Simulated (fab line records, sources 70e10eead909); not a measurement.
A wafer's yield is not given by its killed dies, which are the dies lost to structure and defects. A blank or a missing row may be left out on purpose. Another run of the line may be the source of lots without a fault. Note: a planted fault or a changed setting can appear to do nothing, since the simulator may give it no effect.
fab line records	flow nand_harc
record: lots: 24	wafers: 72	last_day: 33
route steps=1302 shown A_STAIRCASE@704
lots with no fault: from the same line, run without faults
start_h: the number of hours between the record's first day and the start of the first shown wafer of the lot	wait_h: hours elapsed since this lot's preceding step	" as in the row above	L1.1+2: a row that stands for several wafers	- no value, or no start given	* or withheld: withheld	< > ~ a bound
route shown NAME@n: a module of which the file shows steps, and the number in the route of the first	usual: mean/standard deviation of fault-free wafers	same: alike in all rows	chamber/n: place in a boat	sites: readings site by site	_std_site: how widely they spread, as a standard deviation	_edge_site: inner sites' mean taken away from outer sites' mean	radius_mm: how far each site lies from the wafer's centre	mask NAME#n: copy n	behind: the last tool/chamber to shape the wafer	hold: the reason the lot was held/the length of the hold in hours/how it ended	device: transistor that didn't switch, given as n, p or np	end of line: the same wafers' tests at the end of the route	a step without rows: its recipe alone	killed: the dies lost at the first sort to structure and to defects; this is not the yield of the wafer	map: a wafer's dies, marking killed ones x, the rest . and places with no die _
set.NAME: setting as actually run; set.NAME@STEP: the setting as run at that earlier step	model.NAME: the simulator's own value behind a step, which no gauge read
the route's steps for a sample of lots (tables are steps, rows are wafers)
services: when a tool's chamber went out of use (start_h, in hours from the record's first day, below 0 if earlier), for how many hours, and the reason
== steps ==
step: NHARC_A_STAIRCASE_ETCH_190
recipe: target_depth_a: 1000	time_s: 40.5	ion_energy_ev: 400	c4f8_flow_sccm: 20	o2_flow_sccm: 10	ar_flow_sccm: withheld	rf_w: 600	bias_w: 1000	chemistry: C4F8/O2
usual: bias_w: 1000/3.1	oes_product_au: 0.941/0.011	rf_vpp_V: 893/5.3
lot.wafer	tool	chamber	start_h	wait_h	bias_w	oes_product_au	rf_hours_counter_h	rf_vpp_V
L074.1	rie_diel-05	0	-	-	999	0.952	33	889
L074.4	"	1	"	"	1003	0.930	32	889
L074.5	"	3	"	"	1004	0.941	-	889
L075.1	rie_diel-11	0	-	-	1004	0.932	38	893
L075.5	"	3	"	"	1009	0.924	-	905
L075.6	"	0	"	"	1003	0.939	-	893
L076.3	rie_diel-04	3	-	-	1002	0.958	2	889
L076.2	"	1	"	"	1002	0.945	1	898
L076.4	"	2	"	"	1000	0.942	2	894
L078.3	rie_diel-11	0	-	-	998	0.932	46	894
L078.1	"	1	"	"	1004	0.942	46	893
L078.5	"	3	"	"	1003	0.936	-	906
L077.2	rie_diel-11	3	-	-	1001	0.946	42	906
L077.6	"	0	"	"	995	0.948	-	894
L077.5	"	1	"	"	1000	0.931	-	893
L079.3	rie_diel-11	0	-	-	996	0.949	54	895
L079.5	"	1	"	"	1002	0.927	-	892
L079.6	"	2	"	"	999	0.942	-	889
L081.3	rie_diel-05	3	-	-	998	0.915	6	889
L081.2	"	0	"	"	998	0.955	5	889
L081.1	"	2	"	"	1002	0.954	6	898
L080.4	rie_diel-11	1	-	-	1005	0.940	60	893
L080.5	"	1	"	"	1002	0.945	-	891
L080.6	"	2	"	"	1003	0.966	-	888
L082.3	rie_diel-05	2	-	-	996	0.948	9	898
L082.5	"	0	"	"	1001	0.956	-	889
L082.4	"	2	"	"	997	0.960	-	899
L083.4	rie_diel-04	3	-	-	999	0.936	29	888
L083.1	"	1	"	"	1000	0.942	31	897
L083.6	"	2	"	"	994	0.933	-	893
L084.2	rie_diel-11	2	-	-	1004	0.949	3	887
L084.3	"	3	"	"	998	0.953	4	905
L084.6	"	0	"	"	1002	0.929	-	893
L085.4	rie_diel-04	0	-	-	1004	0.943	36	898
L085.3	"	1	"	"	999	0.943	36	897
L085.2	"	2	"	"	998	0.956	32	890
L086.4	rie_diel-05	3	-	-	1000	0.941	20	889
L086.1	"	1	"	"	1001	0.928	14	892
L086.6	"	2	"	"	1001	0.943	-	896
L087.2	rie_diel-05	2	-	-	1003	0.939	19	897
L087.4	"	3	"	"	1001	0.923	20	887
L087.5	"	0	"	"	1003	0.958	-	888
L088.3	rie_diel-11	0	-	-	1000	0.932	24	893
L088.2	"	2	"	"	1004	0.942	21	887
L088.5	"	0	"	"	998	0.931	-	893
L089.4	rie_diel-04	1	-	-	1003	0.934	52	897
L089.3	"	0	"	"	1001	0.955	53	899
L089.5	"	2	"	"	1002	0.937	-	893
L091.4	rie_diel-11	0	-	-	1007	0.951	26	893
L091.3	"	2	"	"	998	0.961	23	888
L091.1	"	3	"	"	1000	0.949	28	903
L090.3	rie_diel-04	1	-	-	1001	0.937	55	896
L090.1	"	3	"	"	1005	0.940	49	888
L090.6	"	1	"	"	999	0.947	-	896
L092.1	rie_diel-04	2	-	-	996	0.929	3	892
L092.2	"	3	"	"	1001	0.925	2	904
L092.5	"	3	"	"	999	0.930	-	905
L094.4	rie_diel-11	0	-	-	1006	0.931	38	894
L094.1	"	3	"	"	998	0.932	37	904
L094.5	"	0	"	"	1005	0.927	-	893
L093.3	rie_diel-11	1	-	-	1004	0.928	37	891
L093.5	"	0	"	"	996	0.934	-	892
L093.6	"	1	"	"	999	0.921	-	890
L096.1	rie_diel-05	0	-	-	999	0.946	45	887
L096.5	"	3	"	"	996	0.924	-	888
L096.6	"	0	"	"	999	0.954	-	888
L095.2	rie_diel-04	2	-	-	998	0.943	9	892
L095.5	"	3	"	"	996	0.932	-	906
L095.6	"	0	"	"	998	0.946	-	897
L097.1	rie_diel-05	0	-	-	1000	0.937	49	888
L097.4	"	1	"	"	1002	0.950	50	889
L097.5	"	1	"	"	1002	0.942	-	890
step: NHARC_A_STAIRCASE_TRIM_193
recipe: time_s: 211.2	o2_flow_sccm: 500	ar_flow_sccm: 0	bias_w: 0	chemistry: O2
usual: drypump_motor_current_A: 5.9/0.44	oes_product_au: 0.998/0.01	rf_vpp_V: 57.6/0.94	showerhead_plenum_p_Torr: 3.46/0.15	throttle_valve_pct: 17.035/0.0098
same: bias_w: 0
lot.wafer	tool	chamber	start_h	wait_h	drypump_motor_current_A	oes_product_au	rf_hours_counter_h	rf_vpp_V	showerhead_plenum_p_Torr	throttle_valve_pct
L074.4	rie_diel-05	0	-	-	6.7	1.015	33	56.6	3.34	17.041
L074.1	"	1	"	"	5.3	1.017	32	58.0	3.39	17.045
L074.5	"	1	"	"	5.3	1.003	-	57.2	3.39	17.029
L075.1	rie_diel-11	0	-	-	6.3	1.010	38	57.6	3.49	17.028
L075.5	"	2	"	"	5.5	1.007	-	56.8	3.32	17.025
L075.6	"	3	"	"	5.4	0.999	-	58.2	3.79	17.061
L076.2	rie_diel-04	2	-	-	5.6	0.989	2	58.0	3.46	17.039
L076.4	"	3	"	"	5.6	0.993	2	58.4	3.30	17.045
L076.3	"	0	"	"	6.6	1.019	2	58.5	3.59	17.033
L078.3	rie_diel-11	1	-	-	5.8	0.999	46	58.3	3.43	17.033
L078.1	"	2	"	"	5.5	0.999	44	58.7	3.31	17.021
L078.5	"	1	"	"	5.8	0.993	-	57.0	3.42	17.031
L077.2	rie_diel-11	0	-	-	6.3	1.005	47	57.1	3.48	17.036
L077.5	"	2	"	"	5.5	1.002	-	57.1	3.32	17.043
L077.6	"	3	"	"	5.4	0.995	-	59.3	3.78	17.037
L079.3	rie_diel-11	0	-	-	6.3	1.011	54	57.3	3.48	17.048
L079.5	"	1	"	"	5.8	0.993	-	57.5	3.42	17.045
L079.6	"	2	"	"	5.5	1.008	-	57.8	3.31	17.037
L081.2	rie_diel-05	3	-	-	5.8	0.995	7	56.6	3.33	17.031
L081.3	"	1	"	"	5.3	0.982	5	57.7	3.38	17.039
L081.1	"	2	"	"	6.2	1.004	6	58.4	3.58	17.035
L080.4	rie_diel-11	0	-	-	6.3	1.003	59	58.1	3.47	17.043
L080.6	"	0	"	"	6.3	1.003	-	58.1	3.47	17.025
L080.5	"	1	"	"	5.8	0.991	-	58.2	3.42	17.022
L082.3	rie_diel-05	3	-	-	5.8	0.990	9	57.1	3.33	17.036
L082.5	"	3	"	"	5.8	1.000	-	56.8	3.33	17.031
L082.4	"	0	"	"	6.7	1.003	-	58.5	3.32	17.027
L083.1	rie_diel-04	3	-	-	5.6	0.987	29	57.8	3.29	17.031
L083.4	"	0	"	"	6.6	1.007	31	58.3	3.57	17.019
L083.6	"	1	"	"	5.7	0.999	-	58.6	3.54	17.033
L084.2	rie_diel-11	3	-	-	5.4	1.002	4	60.1	3.77	17.058
L084.3	"	0	"	"	6.3	0.981	5	57.5	3.47	17.035
L084.6	"	0	"	"	6.3	0.983	-	57.3	3.47	17.039
L085.3	rie_diel-04	2	-	-	5.6	1.006	32	57.2	3.44	17.015
L085.2	"	3	"	"	5.6	0.988	32	58.6	3.29	17.039
L085.4	"	0	"	"	6.6	1.014	36	57.5	3.57	17.051
L086.1	rie_diel-05	1	-	-	5.4	0.978	15	55.9	3.37	17.032
L086.4	"	2	"	"	6.2	1.006	19	58.7	3.58	17.044
L086.6	"	3	"	"	5.7	0.997	-	58.0	3.32	17.037
L087.4	rie_diel-05	2	-	-	6.2	0.993	19	56.9	3.58	17.026
L087.2	"	1	"	"	5.3	0.972	15	58.3	3.37	17.019
L087.5	"	3	"	"	5.8	0.988	-	56.4	3.32	17.033
L088.3	rie_diel-11	0	-	-	6.3	0.988	24	57.3	3.46	17.022
L088.2	"	1	"	"	5.8	0.988	20	56.8	3.41	17.051
L088.5	"	3	"	"	5.4	1.004	-	57.5	3.76	17.034
L089.3	rie_diel-04	1	-	-	5.7	0.984	52	57.8	3.53	17.048
L089.4	"	3	"	"	5.6	0.988	47	58.5	3.28	17.042
L089.5	"	0	"	"	6.6	1.000	-	58.1	3.56	17.028
L091.1	rie_diel-11	1	-	-	5.8	0.998	22	57.1	3.41	17.041
L091.4	"	3	"	"	5.4	1.004	28	56.6	3.76	17.037
L091.3	"	0	"	"	6.2	0.990	26	58.6	3.46	17.038
L090.3	rie_diel-04	1	-	-	5.7	0.996	55	57.8	3.53	17.030
L090.1	"	3	"	"	5.6	0.989	50	57.6	3.28	17.020
L090.6	"	2	"	"	5.6	0.984	-	58.5	3.43	17.048
L092.2	rie_diel-04	1	-	-	5.7	0.996	3	57.1	3.53	17.045
L092.1	"	3	"	"	5.6	0.983	2	57.5	3.81	17.048
L092.5	"	1	"	"	5.7	0.996	-	57.1	3.53	17.029
L094.1	rie_diel-11	3	-	-	5.5	0.995	37	58.3	3.75	17.039
L094.4	"	1	"	"	5.8	0.993	35	58.7	3.40	17.044
L094.5	"	0	"	"	6.3	0.991	-	56.3	3.45	17.036
L093.3	rie_diel-11	3	-	-	5.4	1.002	39	59.1	3.75	17.044
L093.5	"	0	"	"	6.3	0.978	-	58.4	3.45	17.039
L093.6	"	1	"	"	5.8	0.988	-	56.4	3.40	17.023
L096.1	rie_diel-05	0	-	-	6.7	1.009	45	57.1	3.30	17.049
L096.6	"	3	"	"	5.8	0.994	-	57.9	3.31	17.011
L096.5	"	0	"	"	6.7	1.000	-	59.1	3.30	17.043
L095.2	rie_diel-04	1	-	-	5.7	1.001	8	57.5	3.52	17.040
L095.6	"	0	"	"	6.6	1.014	-	59.1	3.55	17.047
L095.5	"	1	"	"	5.7	1.003	-	57.3	3.53	17.043
L097.4	rie_diel-05	3	-	-	5.8	0.995	52	56.8	3.31	17.034
L097.1	"	1	"	"	5.3	0.974	50	57.7	3.35	17.054
L097.5	"	2	"	"	6.3	1.006	-	56.7	3.55	17.032
step: NHARC_A_STAIRCASE_TRIM_196
recipe: time_s: 211.2	o2_flow_sccm: 500	ar_flow_sccm: 0	bias_w: 0	chemistry: O2
usual: drypump_motor_current_A: 5.9/0.45	oes_product_au: 0.998/0.0098	rf_vpp_V: 57.5/0.89	showerhead_plenum_p_Torr: 3.45/0.14	throttle_valve_pct: 17.036/0.0085
same: bias_w: 0
lot.wafer	tool	chamber	start_h	wait_h	drypump_motor_current_A	oes_product_au	rf_hours_counter_h	rf_vpp_V	showerhead_plenum_p_Torr	throttle_valve_pct
L074.4	rie_diel-11	2	355.04	0.1	5.5	0.996	33	56.8	3.32	17.047
L074.1	"	3	"	"	5.4	0.989	29	57.8	3.79	17.035
L074.5	"	3	"	"	5.4	0.992	-	59.3	3.79	17.021
L075.1	rie_diel-05	0	364.89	0.1	6.7	0.997	38	57.9	3.33	17.043
L075.5	"	1	"	"	5.3	1.011	-	57.9	3.39	17.056
L075.6	"	2	"	"	6.2	0.978	-	58.3	3.59	17.038
L076.4	rie_diel-05	2	374.74	0.1	6.3	0.995	40	56.7	3.59	17.035
L076.3	"	3	"	"	5.8	0.994	39	58.6	3.34	17.039
L076.2	"	1	"	"	5.4	1.008	38	56.8	3.39	17.030
L078.1	rie_diel-04	0	390.55	0.1	6.6	1.014	7	58.3	3.59	17.029
L078.3	"	1	"	"	5.7	1.003	9	57.2	3.56	17.035
L078.5	"	0	"	"	6.6	1.010	-	58.5	3.59	17.047
L077.2	rie_diel-11	2	391.92	0.1	5.5	0.994	44	57.6	3.31	17.023
L077.6	"	3	"	"	5.4	0.988	-	57.6	3.78	17.035
L077.5	"	0	"	"	6.3	1.000	-	57.7	3.48	17.044
L079.3	rie_diel-11	1	413.40	0.1	5.8	1.002	54	57.3	3.42	17.036
L079.6	"	0	"	"	6.3	1.012	-	58.9	3.48	17.029
L079.5	"	1	"	"	5.8	0.983	-	55.7	3.42	17.038
L081.1	rie_diel-04	0	429.28	0.1	6.6	1.014	26	58.6	3.58	17.037
L081.2	"	2	"	"	5.6	0.993	22	56.8	3.45	17.041
L081.3	"	3	"	"	5.6	0.987	23	56.5	3.29	17.040
L080.4	rie_diel-11	2	430.61	0.1	5.5	0.998	58	58.6	3.31	17.051
L080.6	"	0	"	"	6.2	1.002	-	58.6	3.47	17.054
L080.5	"	1	"	"	5.8	0.981	-	56.0	3.42	17.050
L082.3	rie_diel-05	0	435.48	0.1	6.7	0.999	8	56.7	3.32	17.041
L082.4	"	3	"	"	5.8	0.982	-	56.2	3.33	17.026
L082.5	"	0	"	"	6.7	0.999	-	58.9	3.32	17.032
L083.1	rie_diel-05	3	447.04	0.1	5.8	1.002	12	57.9	3.33	17.045
L083.4	"	1	"	"	5.3	0.992	8	57.6	3.38	17.037
L083.6	"	0	"	"	6.7	1.015	-	56.4	3.32	17.032
L084.2	rie_diel-04	1	455.39	0.1	5.7	0.999	34	57.8	3.54	17.028
L084.3	"	2	"	"	5.6	0.998	30	59.4	3.44	17.016
L084.6	"	1	"	"	5.7	0.994	-	57.9	3.54	17.033
L085.3	rie_diel-11	0	464.55	0.1	6.3	0.981	7	57.8	3.47	17.042
L085.2	"	1	"	"	5.8	0.989	6	56.1	3.41	17.035
L085.4	"	3	"	"	5.4	1.000	6	58.2	3.77	17.055
L086.4	rie_diel-05	0	470.59	0.1	6.7	1.014	19	58.0	3.32	17.042
L086.1	"	2	"	"	6.3	1.009	19	56.6	3.58	17.043
L086.6	"	0	"	"	6.7	1.021	-	56.7	3.32	17.029
L087.4	rie_diel-05	1	470.74	0.2	5.3	0.979	15	56.9	3.37	17.047
L087.2	"	3	"	"	5.8	1.002	21	56.7	3.32	17.053
L087.5	"	0	"	"	6.7	1.019	-	57.3	3.32	17.038
L088.2	rie_diel-11	2	519.78	0.1	5.5	1.015	21	57.0	3.30	17.029
L088.3	"	3	"	"	5.4	1.003	26	58.8	3.76	17.032
L088.5	"	0	"	"	6.2	0.990	-	56.9	3.46	17.022
L089.3	rie_diel-04	3	519.89	0.1	5.6	0.996	47	57.5	3.28	17.043
L089.4	"	0	"	"	6.6	1.005	53	58.4	3.56	17.039
L089.5	"	0	"	"	6.6	1.000	-	56.6	3.56	17.029
L091.3	rie_diel-05	1	528.52	0.1	5.3	0.980	32	57.1	3.36	17.043
L091.1	"	2	"	"	6.2	1.001	38	58.4	3.56	17.024
L091.4	"	3	"	"	5.8	0.991	37	57.2	3.32	17.039
L090.1	rie_diel-04	0	529.10	0.1	6.6	1.002	56	57.6	3.56	17.040
L090.3	"	1	"	"	5.7	0.995	55	58.0	3.53	17.023
L090.6	"	3	"	"	5.6	1.000	-	57.2	3.28	17.028
L094.4	rie_diel-11	2	549.25	0.1	5.5	1.003	34	56.4	3.29	17.043
L094.1	"	3	"	"	5.4	0.994	38	58.2	3.75	17.044
L094.5	"	1	"	"	5.8	0.999	-	56.8	3.40	17.017
L092.2	rie_diel-05	2	549.37	0.1	6.2	1.015	49	58.3	3.56	17.022
L092.1	"	0	"	"	6.7	1.005	42	58.5	3.31	17.043
L092.5	"	1	"	"	5.3	0.990	-	57.3	3.36	17.038
L093.3	rie_diel-11	1	553.66	0.1	5.8	0.993	37	58.1	3.40	17.038
L093.5	"	0	"	"	6.3	0.986	-	57.3	3.45	17.040
L093.6	"	1	"	"	5.8	0.980	-	58.4	3.40	17.042
L096.1	rie_diel-05	0	568.33	0.1	6.7	1.006	45	57.7	3.30	17.026
L096.6	"	2	"	"	6.2	1.012	-	56.5	3.56	17.031
L096.5	"	3	"	"	5.8	0.995	-	57.7	3.31	17.041
L095.2	rie_diel-11	2	569.16	0.1	5.5	1.012	39	56.9	3.29	17.023
L095.5	"	0	"	"	6.3	0.984	-	57.2	3.45	17.036
L095.6	"	1	"	"	5.8	0.989	-	56.1	3.40	17.030
L097.1	rie_diel-11	3	580.68	0.1	5.4	0.991	45	57.1	3.75	17.030
L097.4	"	1	"	"	5.8	0.988	-	57.9	3.39	17.024
L097.5	"	3	"	"	5.4	1.003	-	59.9	3.75	17.036
step: NHARC_A_STAIRCASE_ETCH_197
recipe: target_depth_a: 1000	time_s: 40.5	ion_energy_ev: 400	c4f8_flow_sccm: 20	o2_flow_sccm: 10	ar_flow_sccm: withheld	rf_w: 600	bias_w: 1000	chemistry: C4F8/O2
usual: bias_w: 1000/3.1	oes_product_au: 0.951/0.017	rf_vpp_V: 893/5.4
lot.wafer	tool	chamber	start_h	wait_h	bias_w	oes_product_au	rf_hours_counter_h	rf_vpp_V
L074.4	rie_diel-11	0	-	-	996	0.971	35	892
L074.1	"	2	"	"	1001	0.959	33	889
L074.5	"	0	"	"	998	0.961	-	895
L075.1	rie_diel-05	3	-	-	999	0.961	37	890
L075.6	"	3	"	"	1001	0.958	-	889
L075.5	"	0	"	"	1004	0.985	-	889
L076.4	rie_diel-05	2	-	-	1002	0.949	40	898
L076.3	"	0	"	"	1001	0.979	39	890
L076.2	"	1	"	"	1004	0.973	38	890
L078.1	rie_diel-04	1	-	-	1004	0.933	9	898
L078.3	"	2	"	"	1001	0.924	10	892
L078.5	"	2	"	"	998	0.914	-	893
L077.2	rie_diel-11	0	-	-	1002	0.944	47	895
L077.6	"	0	"	"	1005	0.953	-	894
L077.5	"	1	"	"	998	0.947	-	893
L079.3	rie_diel-11	2	-	-	1001	0.924	52	889
L079.5	"	2	"	"	998	0.932	-	887
L079.6	"	3	"	"	998	0.928	-	906
L081.2	rie_diel-04	2	-	-	1000	0.972	22	893
L081.3	"	3	"	"	999	0.969	23	888
L081.1	"	1	"	"	1000	0.957	24	896
L080.4	rie_diel-11	3	-	-	1003	0.946	55	905
L080.6	"	3	"	"	1004	0.953	-	905
L080.5	"	0	"	"	999	0.931	-	895
L082.3	rie_diel-05	3	-	-	1000	0.937	9	889
L082.5	"	0	"	"	998	0.947	-	888
L082.4	"	2	"	"	1002	0.945	-	897
L083.1	rie_diel-05	0	-	-	1000	0.963	11	886
L083.4	"	1	"	"	992	0.966	8	892
L083.6	"	3	"	"	1001	0.950	-	889
L084.2	rie_diel-04	2	-	-	997	0.962	30	893
L084.3	"	0	"	"	998	0.974	34	898
L084.6	"	1	"	"	998	0.973	-	896
L085.4	rie_diel-11	2	-	-	995	0.970	5	887
L085.2	"	0	"	"	1006	0.946	7	895
L085.3	"	1	"	"	998	0.961	6	893
L086.4	rie_diel-05	2	-	-	1007	0.949	19	898
L086.1	"	0	"	"	998	0.962	19	887
L086.6	"	3	"	"	997	0.953	-	888
L087.2	rie_diel-05	2	-	-	997	0.952	19	897
L087.4	"	3	"	"	990	0.940	21	890
L087.5	"	2	"	"	998	0.938	-	899
L088.3	rie_diel-11	3	-	-	1002	0.947	26	905
L088.2	"	1	"	"	1000	0.935	20	892
L088.5	"	2	"	"	1002	0.955	-	888
L089.4	rie_diel-04	0	-	-	996	0.939	53	898
L089.3	"	3	"	"	995	0.938	47	886
L089.5	"	0	"	"	996	0.947	-	898
L091.3	rie_diel-05	2	-	-	1001	0.974	38	898
L091.1	"	3	"	"	1005	0.971	37	888
L091.4	"	0	"	"	1001	0.984	33	888
L090.3	rie_diel-04	0	-	-	997	0.953	56	898
L090.1	"	3	"	"	1001	0.925	50	887
L090.6	"	0	"	"	998	0.944	-	897
L094.1	rie_diel-11	1	-	-	997	0.928	35	891
L094.4	"	0	"	"	998	0.930	39	894
L094.5	"	1	"	"	995	0.924	-	892
L092.2	rie_diel-05	2	-	-	999	0.967	49	897
L092.1	"	0	"	"	999	0.981	42	887
L092.5	"	3	"	"	1000	0.969	-	889
L093.3	rie_diel-11	3	-	-	997	0.932	39	903
L093.6	"	1	"	"	998	0.925	-	892
L093.5	"	2	"	"	997	0.944	-	887
L096.1	rie_diel-05	2	-	-	998	0.945	53	898
L096.5	"	2	"	"	995	0.946	-	897
L096.6	"	3	"	"	1000	0.931	-	889
L095.2	rie_diel-11	2	-	-	999	0.971	39	886
L095.5	"	1	"	"	998	0.927	-	891
L095.6	"	2	"	"	1003	0.972	-	888
L097.1	rie_diel-11	3	-	-	1001	0.962	46	904
L097.5	"	3	"	"	1002	0.960	-	902
L097.4	"	0	"	"	1000	0.945	-	894
step: NHARC_A_STAIRCASE_ETCH_223
recipe: target_depth_a: 1000	time_s: 40.5	ion_energy_ev: 400	c4f8_flow_sccm: 20	o2_flow_sccm: 10	ar_flow_sccm: withheld	rf_w: 600	bias_w: 1000	chemistry: C4F8/O2
usual: bias_w: 1000.4/2.9	oes_product_au: 0.941/0.012	rf_vpp_V: 894/5.4
lot.wafer	tool	chamber	start_h	wait_h	bias_w	oes_product_au	rf_hours_counter_h	rf_vpp_V
L074.4	rie_diel-05	3	-	-	995.9	0.936	34	891
L074.1	"	0	"	"	1001.8	0.936	35	889
L074.5	"	2	"	"	996.0	0.934	-	899
L075.1	rie_diel-04	3	-	-	999.1	0.947	0	886
L075.6	"	2	"	"	996.3	0.959	-	892
L075.5	"	3	"	"	1000.7	0.947	-	888
L076.3	rie_diel-11	1	-	-	1003.3	0.933	43	893
L076.2	"	3	"	"	999.8	0.938	36	904
L076.4	"	0	"	"	1004.1	0.942	-	894
L078.3	rie_diel-04	1	-	-	1004.0	0.937	10	896
L078.1	"	2	"	"	1001.9	0.942	11	894
L078.5	"	0	"	"	993.5	0.944	-	899
L077.2	rie_diel-11	2	-	-	1001.2	0.938	45	887
L077.5	"	1	"	"	998.9	0.942	-	892
L077.6	"	2	"	"	995.6	0.933	-	888
L079.3	rie_diel-04	3	-	-	1000.2	0.910	18	886
L079.5	"	2	"	"	1001.8	0.926	-	892
L079.6	"	3	"	"	1001.5	0.919	-	887
L081.3	rie_diel-11	3	-	-	1005.3	0.940	56	903
L081.2	"	0	"	"	999.2	0.962	61	895
L081.1	"	1	"	"	1002.7	0.931	61	893
L080.4	rie_diel-04	1	-	-	995.2	0.955	25	896
L080.5	"	0	"	"	1002.7	0.959	-	898
L080.6	"	1	"	"	997.4	0.951	-	895
L082.3	rie_diel-05	1	-	-	1002.5	0.925	6	891
L082.4	"	2	"	"	997.2	0.943	10	897
L082.5	"	1	"	"	1000.0	0.924	-	890
L083.1	rie_diel-11	1	-	-	998.0	0.955	3	892
L083.4	"	2	"	"	997.9	0.964	2	888
L083.6	"	3	"	"	998.1	0.942	-	903
L084.3	rie_diel-04	3	-	-	1001.9	0.930	31	888
L084.2	"	2	"	"	1001.1	0.927	31	893
L084.6	"	3	"	"	1000.5	0.922	-	886
L085.4	rie_diel-04	3	-	-	1000.0	0.932	33	887
L085.2	"	0	"	"	1006.0	0.957	37	897
L085.3	"	1	"	"	999.7	0.954	37	897
L086.1	rie_diel-11	0	-	-	1004.7	0.945	13	894
L086.4	"	1	"	"	1003.1	0.945	10	892
L086.6	"	1	"	"	998.7	0.952	-	891
L087.2	rie_diel-04	0	-	-	1003.6	0.966	42	897
L087.4	"	3	"	"	1001.0	0.942	38	887
L087.5	"	1	"	"	999.0	0.949	-	896
L088.2	rie_diel-11	3	-	-	998.8	0.955	26	904
L088.3	"	2	"	"	997.3	0.965	22	887
L088.5	"	3	"	"	997.6	0.943	-	904
L089.3	rie_diel-04	1	-	-	1003.6	0.942	53	896
L089.4	"	3	"	"	998.8	0.929	48	887
L089.5	"	1	"	"	1002.0	0.943	-	895
L091.1	rie_diel-04	0	-	-	1003.9	0.954	57	897
L091.3	"	1	"	"	997.6	0.950	56	897
L091.4	"	2	"	"	1000.2	0.934	50	892
L090.3	rie_diel-05	3	-	-	1002.0	0.941	38	889
L090.1	"	1	"	"	1002.2	0.933	34	889
L090.6	"	0	"	"	1002.9	0.964	-	889
L094.4	rie_diel-11	0	-	-	1001.2	0.925	40	893
L094.1	"	1	"	"	1000.5	0.932	36	890
L094.5	"	1	"	"	999.1	0.929	-	890
L092.1	rie_diel-04	2	-	-	1000.7	0.924	4	892
L092.2	"	3	"	"	1002.7	0.906	4	906
L092.5	"	1	"	"	1000.3	0.925	-	897
L093.3	rie_diel-04	3	-	-	998.0	0.925	5	908
L093.5	"	2	"	"	997.8	0.941	-	893
L093.6	"	3	"	"	998.7	0.921	-	905
L096.1	rie_diel-04	1	-	-	1001.1	0.923	9	897
L096.5	"	1	"	"	1001.5	0.925	-	896
L096.6	"	2	"	"	1001.5	0.944	-	892
L095.2	rie_diel-04	3	-	-	1007.4	0.932	9	905
L095.5	"	2	"	"	997.5	0.929	-	892
L095.6	"	3	"	"	1005.1	0.930	-	905
L097.1	rie_diel-04	1	-	-	1004.4	0.940	12	896
L097.4	"	0	"	"	1006.3	0.948	12	897
L097.5	"	1	"	"	1003.5	0.949	-	897
step: NHARC_A_STAIRCASE_HM_DEP_456
recipe: target_thk_a: 31000	temp_c: 400	material: aC
usual: throttle_valve_pct: 35.000/0.0094
lot.wafer	tool	chamber	start_h	wait_h	throttle_valve_pct
L074.1	acl_dep-03	0	362.52	-	34.995
L074.4	"	0	"	"	34.994
L074.5	"	0	"	"	34.991
L075.1	acl_dep-02	0	372.07	-	35.001
L075.5	"	0	373.29	-	34.992
L075.6	"	0	"	"	35.012
L076.2	acl_dep-02	0	382.24	-	35.006
L076.3	"	0	"	"	35.000
L076.4	"	0	"	"	34.992
L078.1	acl_dep-03	0	400.66	-	35.001
L078.3	"	0	"	"	34.997
L078.5	"	0	"	"	34.996
L077.2	acl_dep-01	0	404.06	-	35.009
L077.5	"	0	"	"	35.017
L077.6	"	0	"	"	34.994
L079.3	acl_dep-03	0	421.49	-	35.006
L079.5	"	0	"	"	35.004
L079.6	"	0	"	"	34.989
L081.1	acl_dep-03	0	439.91	-	34.998
L081.2	"	0	"	"	34.990
L081.3	"	0	"	"	34.997
L080.4	acl_dep-01	0	445.15	-	34.996
L080.5	"	0	"	"	34.983
L080.6	"	0	"	"	35.005
L082.3	acl_dep-01	0	448.53	-	35.003
L082.4	"	0	"	"	35.006
L082.5	"	0	"	"	35.003
L083.1	acl_dep-02	0	456.79	-	34.991
L083.4	"	0	"	"	35.006
L083.6	"	0	"	"	34.996
L084.2	acl_dep-01	0	465.73	-	34.985
L084.3	"	0	"	"	35.009
L084.6	"	0	"	"	35.004
L085.2	acl_dep-03	0	475.59	-	35.011
L085.3	"	0	"	"	34.996
L085.4	"	0	"	"	35.005
L086.1	acl_dep-01	0	478.15	-	34.989
L086.4	"	0	"	"	34.998
L086.6	"	0	"	"	35.003
L087.2	acl_dep-01	0	480.29	-	35.012
L087.4	"	0	"	"	35.012
L087.5	"	0	"	"	35.007
L088.2	acl_dep-03	0	530.21	-	35.011
L088.3	"	0	"	"	35.001
L088.5	"	0	"	"	35.004
L089.3	acl_dep-01	0	534.59	-	35.007
L089.4	"	0	"	"	35.011
L089.5	"	0	"	"	35.011
L091.1	acl_dep-02	0	535.90	-	35.007
L091.3	"	0	"	"	35.005
L091.4	"	0	"	"	35.006
L090.1	acl_dep-01	0	537.70	-	34.985
L090.3	"	0	"	"	35.009
L090.6	"	0	"	"	34.993
L094.1	acl_dep-02	0	562.09	-	35.017
L094.4	"	0	"	"	35.006
L094.5	"	0	"	"	35.014
L092.1	acl_dep-03	0	562.47	-	35.009
L092.2	"	0	"	"	34.995
L092.5	"	0	"	"	35.006
L093.3	acl_dep-02	0	566.46	-	35.007
L093.5	"	0	"	"	35.005
L093.6	"	0	"	"	35.005
L096.1	acl_dep-03	0	578.66	-	35.007
L096.5	"	0	579.90	-	34.991
L096.6	"	0	"	"	34.997
L095.2	acl_dep-03	0	580.83	-	35.009
L095.5	"	0	"	"	34.997
L095.6	"	0	"	"	35.010
L097.1	acl_dep-03	0	593.80	-	34.999
L097.4	"	0	"	"	34.980
L097.5	"	0	"	"	34.995
== services ==
tool	chamber	start_h	hours	kind
rie_diel-11	0	338.96	-	clean
rie_diel-11	1	338.96	-	clean
rie_diel-11	2	338.96	-	clean
rie_diel-11	3	338.96	-	clean
rie_diel-04	-	357.72	9.0	pm
rie_diel-11	0	363.46	-	clean
rie_diel-11	1	363.46	-	clean
rie_diel-11	2	363.46	-	clean
rie_diel-11	1	368.49	3.0	repair
acl_dep-01	-	371.35	13.0	pm
rie_diel-05	-	379.33	0.6	repair
rie_diel-11	0	382.77	2.6	repair
rie_diel-05	2	387.19	2.6	repair
rie_diel-04	2	396.83	6.5	repair
rie_diel-05	-	406.66	9.0	pm
acl_dep-02	-	429.53	13.0	pm
rie_diel-05	1	430.65	7.7	repair
rie_diel-11	-	433.46	9.0	pm
rie_diel-04	3	453.51	2.3	repair
acl_dep-03	-	481.93	13.0	pm
rie_diel-04	-	534.72	9.0	pm
acl_dep-01	-	553.42	13.0	pm
rie_diel-11	2	580.32	2.7	repair
rie_diel-05	-	583.66	9.0	pm
== key ==
fault none
